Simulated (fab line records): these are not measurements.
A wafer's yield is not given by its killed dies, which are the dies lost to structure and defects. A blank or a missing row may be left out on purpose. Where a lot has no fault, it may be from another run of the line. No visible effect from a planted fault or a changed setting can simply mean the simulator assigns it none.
Which of the tools did it? | flow nand_harc | 24 lots, 72 wafers sampled, at 6 steps of a route of 1302

WHAT THE GAUGES SHOWED, per wafer
No reading from a measuring or inspecting step in the record can be judged against a usual standard deviation.

WHICH TOOL RAN EACH LOT (tool, then ch and the chambers of the sampled wafers, then the start)
lot  | NHARC_A_SLIT_DEP_23             | NHARC_A_SLIT_ETCH_24               | NHARC_A_SLIT_ETCH_17             | NHARC_A_SLIT_STRIP_18                         | NHARC_A_WL_FILL_CVD_03        | NHARC_A_WL_FILL_CMP_12
L074 | pecvd-03 ch 1,2, day 19 14:01   | rie_diel-06 ch 0,3, day 19 14:46   | har_etch-01 ch 0,1, day 19 17:45 | rie_diel-06 ch 0,1, day 20 04:49 or earlier   | cvd_w-01 ch 0,1, day 20 04:49 | cmp-04 ch 0,3, day 20 22:05
L075 | pecvd-02 ch 0,1,2, day 20 03:32 | rie_diel-08 ch 0,2, day 20 04:29   | har_etch-02 ch 0,1, day 20 08:54 | rie_diel-08 ch 0,2, day 20 21:03 or earlier   | cvd_w-01 ch 0,1, day 20 21:03 | cmp-01 ch 0,1,3, day 21 11:43
L076 | pecvd-01 ch 0,2, day 20 03:34   | rie_diel-13 ch 0,1,3, day 20 04:36 | har_etch-01 ch 0,1, day 20 06:02 | rie_diel-13 ch 2,3, day 20 18:40 or earlier   | cvd_w-01 ch 1, day 20 18:40   | cmp-02 ch 0,1,3, day 21 11:34
L077 | pecvd-03 ch 0,2, day 20 16:43   | rie_diel-08 ch 0,3, day 20 17:30   | har_etch-02 ch 0,1, day 20 19:13 | rie_diel-13 ch 0,2,3, day 21 08:03 or earlier | cvd_w-01 ch 0,1, day 21 08:03 | cmp-04 ch 2,3, day 22 00:40
L079 | pecvd-01 ch 0,1,2, day 21 09:19 | rie_diel-08 ch 1,2, day 21 10:16   | har_etch-02 ch 0,1, day 21 12:04 | rie_diel-08 ch 0,1,2, day 22 00:14 or earlier | cvd_w-01 ch 0,1, day 22 00:14 | cmp-02 ch 0,1,2, day 22 16:29
L078 | pecvd-02 ch 0,2, day 21 10:13   | rie_diel-13 ch 0,1,3, day 21 11:06 | har_etch-01 ch 0,1, day 21 13:15 | rie_diel-06 ch 1,3, day 22 00:12 or earlier   | cvd_w-02 ch 0,1, day 22 00:12 | cmp-04 ch 0,1, day 22 16:31
L080 | pecvd-01 ch 0,1,2, day 22 08:19 | rie_diel-08 ch 0,1,2, day 22 09:17 | har_etch-01 ch 0,1, day 22 10:26 | rie_diel-08 ch 0,2,3, day 22 23:06 or earlier | cvd_w-02 ch 0,1, day 22 23:06 | cmp-02 ch 0,2,3, day 23 18:58
L081 | pecvd-01 ch 1, day 22 17:55     | rie_diel-08 ch 0,2,3, day 22 18:55 | har_etch-02 ch 0,1, day 22 22:04 | rie_diel-13 ch 0,1, day 23 10:46 or earlier   | cvd_w-02 ch 0,1, day 23 10:46 | cmp-02 ch 0,2, day 24 05:27
L083 | pecvd-01 ch 0,2, day 23 00:20   | rie_diel-08 ch 0,1,2, day 23 01:16 | har_etch-01 ch 0,1, day 23 03:03 | rie_diel-06 ch 0,2, day 23 15:08 or earlier   | cvd_w-02 ch 0,1, day 23 15:08 | cmp-01 ch 0,3, day 24 05:19
L082 | pecvd-01 ch 0,1, day 23 01:56   | rie_diel-06 ch 0,1,3, day 23 02:54 | har_etch-01 ch 1, day 23 06:15   | rie_diel-08 ch 0,2,3, day 23 19:01 or earlier | cvd_w-02 ch 0,1, day 23 19:01 | cmp-02 ch 0,1,2, day 24 17:55
L085 | pecvd-02 ch 0,1, day 23 12:40   | rie_diel-06 ch 1,2,3, day 23 13:29 | har_etch-01 ch 0,1, day 23 14:38 | rie_diel-13 ch 0,1,2, day 24 03:21 or earlier | cvd_w-02 ch 0,1, day 24 03:21 | cmp-04 ch 0,1,3, day 24 17:53
L084 | pecvd-01 ch 0,1, day 23 13:20   | rie_diel-08 ch 0,1,2, day 23 14:17 | har_etch-02 ch 0,1, day 23 16:58 | rie_diel-13 ch 0,3, day 24 05:32 or earlier   | cvd_w-02 ch 0,1, day 24 05:32 | cmp-01 ch 0,1,3, day 24 18:01
L086 | pecvd-01 ch 0,1,2, day 23 14:28 | rie_diel-13 ch 1,2, day 23 15:17   | har_etch-01 ch 0, day 23 18:30   | rie_diel-06 ch 2,3, day 24 05:54 or earlier   | cvd_w-02 ch 0, day 24 05:54   | cmp-04 ch 0,1,3, day 24 20:55
L089 | pecvd-03 ch 1,2, day 25 16:34   | rie_diel-08 ch 1,3, day 25 17:36   | har_etch-01 ch 0,1, day 25 19:02 | rie_diel-06 ch 2,3, day 26 07:47 or earlier   | cvd_w-02 ch 0,1, day 26 07:47 | cmp-02 ch 0,1,3, day 27 04:55
L087 | pecvd-01 ch 0,1,2, day 25 17:27 | rie_diel-06 ch 1,2,3, day 25 18:16 | har_etch-02 ch 0,1, day 25 20:52 | rie_diel-08 ch 1,2,3, day 26 10:23 or earlier | cvd_w-02 ch 0,1, day 26 10:23 | cmp-01 ch 0,1,2, day 27 04:46
L090 | pecvd-01 ch 0,1, day 26 06:52   | rie_diel-13 ch 0,1,3, day 26 07:47 | har_etch-01 ch 0,1, day 26 09:34 | rie_diel-13 ch 2,3, day 26 22:34 or earlier   | cvd_w-02 ch 0,1, day 26 22:34 | cmp-04 ch 1,2, day 27 15:11
L088 | pecvd-03 ch 0,1,2, day 26 07:20 | rie_diel-06 ch 1,2,3, day 26 08:18 | har_etch-02 ch 0,1, day 26 09:28 | rie_diel-06 ch 1,2,3, day 26 22:45 or earlier | cvd_w-01 ch 0,1, day 26 22:45 | cmp-01 ch 0,1,2, day 27 15:02
L093 | pecvd-01 ch 1,2, day 26 19:25   | rie_diel-08 ch 1,3, day 26 20:18   | har_etch-01 ch 0,1, day 26 22:12 | rie_diel-08 ch 1,3, day 27 03:28              | cvd_w-01 ch 1, day 27 11:36   | cmp-01 ch 0,1,3, day 28 03:52
L091 | pecvd-01 ch 0,2, day 26 20:26   | rie_diel-06 ch 0,2,3, day 26 21:24 | har_etch-02 ch 1, day 26 23:11   | rie_diel-06 ch 0,1,3, day 27 11:17 or earlier | cvd_w-01 ch 0,1, day 27 11:17 | cmp-02 ch 0,1,3, day 28 03:53
L092 | pecvd-03 ch 0,1,2, day 27 13:59 | rie_diel-08 ch 1,2,3, day 27 14:54 | har_etch-02 ch 0,1, day 27 16:40 | rie_diel-06 ch 1,3, day 28 04:45 or earlier   | cvd_w-02 ch 0,1, day 28 04:45 | cmp-02 ch 0,3, day 28 21:05
L094 | pecvd-03 ch 0,1, day 27 18:47   | rie_diel-13 ch 1,2, day 27 19:33   | har_etch-02 ch 0,1, day 27 21:55 | rie_diel-06 ch 2,3, day 28 10:40 or earlier   | cvd_w-02 ch 0,1, day 28 10:40 | cmp-02 ch 0,1, day 29 03:23
L095 | pecvd-03 ch 0,2, day 28 05:05   | rie_diel-08 ch 0,1, day 28 06:02   | har_etch-01 ch 0,1, day 28 07:11 | rie_diel-06 ch 2,3, day 28 19:52 or earlier   | cvd_w-02 ch 0,1, day 28 19:52 | cmp-04 ch 1,2, day 29 17:09
L097 | pecvd-03 ch 1,2, day 29 05:03   | rie_diel-13 ch 1,2,3, day 29 05:58 | har_etch-02 ch 0,1, day 29 08:20 | rie_diel-13 ch 1,3, day 29 19:53 or earlier   | cvd_w-01 ch 0,1, day 29 19:53 | cmp-01 ch 1,2,3, day 30 13:19
L096 | pecvd-01 ch 0,2, day 30 09:25   | rie_diel-06 ch 0,1,3, day 30 10:22 | har_etch-01 ch 1, day 30 13:21   | rie_diel-08 ch 0,2,3, day 31 04:45 or earlier | cvd_w-02 ch 0,1, day 31 04:45 | cmp-04 ch 0,2, day 32 00:28
- NHARC_A_SLIT_DEP_23: deposits SiON, target thk 100 nm.
- NHARC_A_SLIT_ETCH_24: etches the open film in CF4/CHF3, target depth 121 nm, time 60.5 s.
- NHARC_A_SLIT_ETCH_17: etches the open film in C4F8/O2/Ar, time 4254.5 s, target depth 20300 nm.
- NHARC_A_SLIT_STRIP_18: strips in O2.
- NHARC_A_WL_FILL_CVD_03: deposits W, target thk 40 nm, time 279 s.
- NHARC_A_WL_FILL_CMP_12: polishes, t overpolish 30 s, target thk 100 nm.

WHAT THE TOOLS THEMSELVES READ (means of the sampled wafers that have a number; where no wafer has one, the mark that the record gives instead)
NHARC_A_SLIT_DEP_23.
lot  | tool     | heater_power_w (W)
L074 | pecvd-03 | 819
L075 | pecvd-02 | 759
L076 | pecvd-01 | 668
L077 | pecvd-03 | 896
L079 | pecvd-01 | 680
L078 | pecvd-02 | 816
L080 | pecvd-01 | 719
L081 | pecvd-01 | 677
L083 | pecvd-01 | 736
L082 | pecvd-01 | 708
L085 | pecvd-02 | 827
L084 | pecvd-01 | 712
L086 | pecvd-01 | 743
L089 | pecvd-03 | 771
L087 | pecvd-01 | 707
L090 | pecvd-01 | 668
L088 | pecvd-03 | 814
L093 | pecvd-01 | 763
L091 | pecvd-01 | 813
L092 | pecvd-03 | 784
L094 | pecvd-03 | 723
L095 | pecvd-03 | 788
L097 | pecvd-03 | 775
L096 | pecvd-01 | 728

NHARC_A_SLIT_ETCH_24.
lot  | tool        | cf4_flow_sccm (sccm) | drypump_motor_current_A (A) | oes_product_au (a.u.) | rf_vpp_V (V) | showerhead_plenum_p_Torr (Torr) | throttle_valve_pct (%)
L074 | rie_diel-06 | 100.1                | 5.5                         | 0.946                 | 367.1        | 1.48                            | 16.800
L075 | rie_diel-08 | 99.8                 | 5.6                         | 0.964                 | 370.5        | 1.56                            | 16.808
L076 | rie_diel-13 | 99.9                 | 5.5                         | 0.962                 | 368.4        | 1.50                            | 16.797
L077 | rie_diel-08 | 99.7                 | 5.9                         | 0.961                 | 371.0        | 1.57                            | 16.798
L079 | rie_diel-08 | 100.2                | 5.8                         | 0.975                 | 370.1        | 1.53                            | 16.794
L078 | rie_diel-13 | 99.9                 | 5.5                         | 0.969                 | 368.5        | 1.50                            | 16.796
L080 | rie_diel-08 | 99.9                 | 5.6                         | 0.971                 | 370.5        | 1.57                            | 16.813
L081 | rie_diel-08 | 100.0                | 5.9                         | 0.971                 | 370.5        | 1.54                            | 16.796
L083 | rie_diel-08 | 100.1                | 5.6                         | 0.962                 | 371.7        | 1.57                            | 16.800
L082 | rie_diel-06 | 100.3                | 5.8                         | 0.965                 | 367.2        | 1.48                            | 16.803
L085 | rie_diel-06 | 99.9                 | 5.6                         | 0.963                 | 368.2        | 1.52                            | 16.800
L084 | rie_diel-08 | 100.2                | 5.6                         | 0.971                 | 370.7        | 1.57                            | 16.816
L086 | rie_diel-13 | 100.3                | 5.1                         | 0.975                 | 370.3        | 1.56                            | 16.804
L089 | rie_diel-08 | 100.1                | 5.9                         | 0.982                 | 370.6        | 1.58                            | 16.797
L087 | rie_diel-06 | 100.1                | 5.6                         | 0.924                 | 369.2        | 1.52                            | 16.799
L090 | rie_diel-13 | 100.0                | 5.6                         | 0.964                 | 368.8        | 1.50                            | 16.789
L088 | rie_diel-06 | 100.2                | 5.6                         | 0.958                 | 369.0        | 1.52                            | 16.802
L093 | rie_diel-08 | 99.5                 | 5.7                         | 0.966                 | 371.4        | 1.61                            | 16.793
L091 | rie_diel-06 | 99.8                 | 5.3                         | 0.951                 | 368.3        | 1.52                            | 16.806
L092 | rie_diel-08 | 100.2                | 5.9                         | 0.979                 | 370.5        | 1.56                            | 16.809
L094 | rie_diel-13 | 99.8                 | 5.1                         | 0.971                 | 369.1        | 1.53                            | 16.793
L095 | rie_diel-08 | 100.2                | 5.4                         | 0.930                 | 372.2        | 1.63                            | 16.805
L097 | rie_diel-13 | 100.1                | 5.5                         | 0.927                 | 368.4        | 1.52                            | 16.803
L096 | rie_diel-06 | 100.1                | 5.8                         | 0.974                 | 366.7        | 1.48                            | 16.801

NHARC_A_SLIT_ETCH_17.
lot  | tool        | drypump_motor_current_A (A) | he_backside_leak_sccm (sccm) | showerhead_plenum_p_Torr (Torr) | throttle_valve_pct (%)
L074 | har_etch-01 | 5.56                        | 6.3                          | 3.60                            | 32.045
L075 | har_etch-02 | 5.72                        | 5.0                          | 3.66                            | 32.042
L076 | har_etch-01 | 5.49                        | 6.4                          | 3.53                            | 32.044
L077 | har_etch-02 | 5.65                        | 5.4                          | 3.65                            | 32.048
L079 | har_etch-02 | 5.64                        | 5.2                          | 3.64                            | 32.042
L078 | har_etch-01 | 5.53                        | 6.6                          | 3.58                            | 32.038
L080 | har_etch-01 | 5.55                        | 6.4                          | 3.58                            | 32.045
L081 | har_etch-02 | 5.70                        | 5.0                          | 3.64                            | 32.051
L083 | har_etch-01 | 5.46                        | 6.9                          | 3.51                            | 32.040
L082 | har_etch-01 | 5.64                        | 6.5                          | 3.64                            | 32.046
L085 | har_etch-01 | 5.57                        | 6.6                          | 3.57                            | 32.042
L084 | har_etch-02 | 5.70                        | 5.2                          | 3.64                            | 32.044
L086 | har_etch-01 | 5.37                        | 6.7                          | 3.44                            | 32.045
L089 | har_etch-01 | 5.44                        | 6.9                          | 3.49                            | 32.042
L087 | har_etch-02 | 5.72                        | 5.2                          | 3.62                            | 32.047
L090 | har_etch-01 | 5.54                        | 6.7                          | 3.55                            | 32.053
L088 | har_etch-02 | 5.64                        | 5.7                          | 3.60                            | 32.047
L093 | har_etch-01 | 5.54                        | 6.5                          | 3.54                            | 32.043
L091 | har_etch-02 | 5.76                        | 5.3                          | 3.63                            | 32.035
L092 | har_etch-02 | 5.71                        | 5.3                          | 3.61                            | 32.048
L094 | har_etch-02 | 5.72                        | 5.4                          | 3.60                            | 32.053
L095 | har_etch-01 | 5.57                        | 6.9                          | 3.54                            | 32.052
L097 | har_etch-02 | 5.65                        | 5.8                          | 3.58                            | 32.036
L096 | har_etch-01 | 5.68                        | 6.9                          | 3.58                            | 32.041

NHARC_A_SLIT_STRIP_18.
lot  | tool        | drypump_motor_current_A (A) | oes_product_au (a.u.) | rf_vpp_V (V) | showerhead_plenum_p_Torr (Torr) | throttle_valve_pct (%)
L074 | rie_diel-06 | 6.1                         | 0.989                 | 57.1         | 3.34                            | 17.028
L075 | rie_diel-08 | 5.6                         | 1.009                 | 57.3         | 3.51                            | 17.034
L076 | rie_diel-13 | 5.4                         | 0.992                 | 57.0         | 3.46                            | 17.039
L077 | rie_diel-13 | 5.5                         | 1.009                 | 57.4         | 3.41                            | 17.037
L079 | rie_diel-08 | 5.6                         | 1.004                 | 57.4         | 3.54                            | 17.037
L078 | rie_diel-06 | 5.8                         | 0.990                 | 56.8         | 3.32                            | 17.030
L080 | rie_diel-08 | 5.9                         | 1.010                 | 58.3         | 3.47                            | 17.034
L081 | rie_diel-13 | 5.1                         | 1.002                 | 58.1         | 3.39                            | 17.046
L083 | rie_diel-06 | 5.3                         | 0.997                 | 57.2         | 3.42                            | 17.032
L082 | rie_diel-08 | 5.9                         | 0.999                 | 57.6         | 3.47                            | 17.045
L085 | rie_diel-13 | 5.1                         | 0.999                 | 56.8         | 3.44                            | 17.031
L084 | rie_diel-13 | 5.5                         | 1.003                 | 57.4         | 3.35                            | 17.032
L086 | rie_diel-06 | 5.3                         | 1.000                 | 56.9         | 3.40                            | 17.038
L089 | rie_diel-06 | 5.3                         | 0.993                 | 57.3         | 3.39                            | 17.036
L087 | rie_diel-08 | 5.9                         | 1.010                 | 57.7         | 3.50                            | 17.030
L090 | rie_diel-13 | 5.4                         | 1.005                 | 57.2         | 3.46                            | 17.035
L088 | rie_diel-06 | 5.7                         | 0.992                 | 57.9         | 3.41                            | 17.034
L093 | rie_diel-08 | 5.7                         | 1.015                 | 58.5         | 3.61                            | 17.030
L091 | rie_diel-06 | 5.8                         | 0.991                 | 57.6         | 3.32                            | 17.035
L092 | rie_diel-06 | 6.1                         | 0.993                 | 56.8         | 3.32                            | 17.037
L094 | rie_diel-06 | 5.3                         | 1.003                 | 57.6         | 3.39                            | 17.029
L095 | rie_diel-06 | 5.3                         | 0.998                 | 57.9         | 3.39                            | 17.035
L097 | rie_diel-13 | 5.6                         | 1.006                 | 57.3         | 3.36                            | 17.032
L096 | rie_diel-08 | 5.9                         | 1.016                 | 57.8         | 3.46                            | 17.033

NHARC_A_WL_FILL_CVD_03.
lot  | tool     | heater_power_w (W) | throttle_valve_pct (%)
L074 | cvd_w-01 | 485                | 7.72
L075 | cvd_w-01 | 475                | 7.80
L076 | cvd_w-01 | 515                | 7.84
L077 | cvd_w-01 | 468                | 7.94
L079 | cvd_w-01 | 477                | 7.81
L078 | cvd_w-02 | 434                | 7.72
L080 | cvd_w-02 | 433                | 7.56
L081 | cvd_w-02 | 441                | 7.68
L083 | cvd_w-02 | 431                | 7.65
L082 | cvd_w-02 | 435                | 7.67
L085 | cvd_w-02 | 441                | 7.68
L084 | cvd_w-02 | 443                | 7.69
L086 | cvd_w-02 | 450                | 7.44
L089 | cvd_w-02 | 440                | 7.66
L087 | cvd_w-02 | 432                | 7.72
L090 | cvd_w-02 | 448                | 7.82
L088 | cvd_w-01 | 475                | 7.56
L093 | cvd_w-01 | 518                | 7.67
L091 | cvd_w-01 | 503                | 7.54
L092 | cvd_w-02 | 431                | 7.52
L094 | cvd_w-02 | 439                | 7.70
L095 | cvd_w-02 | 446                | 7.63
L097 | cvd_w-01 | 496                | 7.89
L096 | cvd_w-02 | 437                | 7.40

NHARC_A_WL_FILL_CMP_12.
lot  | tool   | motor_current_A (A) | overpolish_run_s (s) | slurry_filter_dp_kPa (kPa) | time_to_endpoint_s (s)
L074 | cmp-04 | 11.5                | 29.994               | 13.53                      | 19.1
L075 | cmp-01 | 12.7                | 29.999               | 13.47                      | 21.5
L076 | cmp-02 | 11.8                | 30.007               | 13.34                      | 18.1
L077 | cmp-04 | 12.2                | 30.001               | 13.50                      | 16.8
L079 | cmp-02 | 12.4                | 30.005               | 13.51                      | 21.1
L078 | cmp-04 | 11.6                | 29.992               | 13.51                      | 20.1
L080 | cmp-02 | 11.6                | 29.998               | 13.48                      | 19.3
L081 | cmp-02 | 12.6                | 29.998               | 13.52                      | 18.4
L083 | cmp-01 | 13.5                | 29.999               | 13.44                      | 20.3
L082 | cmp-02 | 12.1                | 30.002               | 13.48                      | 19.9
L085 | cmp-04 | 11.9                | 30.012               | 13.44                      | 15.2
L084 | cmp-01 | 13.1                | 29.997               | 13.60                      | 18.8
L086 | cmp-04 | 11.9                | 30.004               | 13.50                      | 18.2
L089 | cmp-02 | 12.1                | 30.004               | 13.51                      | 21.8
L087 | cmp-01 | 12.4                | 29.998               | 13.41                      | 19.9
L090 | cmp-04 | 12.2                | 29.989               | 13.54                      | 17.3
L088 | cmp-01 | 12.2                | 29.997               | 13.42                      | 18.0
L093 | cmp-01 | 12.8                | 29.999               | 13.50                      | 20.8
L091 | cmp-02 | 12.1                | 29.997               | 13.59                      | 19.0
L092 | cmp-02 | 12.7                | 30.004               | 13.54                      | 18.3
L094 | cmp-02 | 12.3                | 29.996               | 13.46                      | 19.2
L095 | cmp-04 | 12.8                | 29.997               | 13.56                      | 20.1
L097 | cmp-01 | 11.9                | 30.004               | 13.63                      | 18.1
L096 | cmp-04 | 11.4                | 30.000               | 13.54                      | 19.0

THE ANSWER, worked out from the rows above alone
Rule: the lots themselves supply what counts as usual. The widest of any qualifying gaps counts: lots, ordered by their means at a reading, are off when they make up no more than a third of the lots, leave a main group of 4 or more, and stand apart from it by 3 or more times the standard deviation of that group's means. A main group is skipped when, at the precision printed for the reading in the tables above, its means are all equal. A lot without any number at a reading at which 4 lots or more have one is off too. Any other lot the step has rows for is counted as sound. Order of review: gauges by route order, followed by the tools' own readings, for which a lot's mean as printed above is used. At the first step where some lot is off, the reading lying furthest off is the one used; lots without a number count as furthest.
No lot is off at any reading shown: from this, nothing can be told.

WHAT WAS PUT IN BY THE SIMULATOR
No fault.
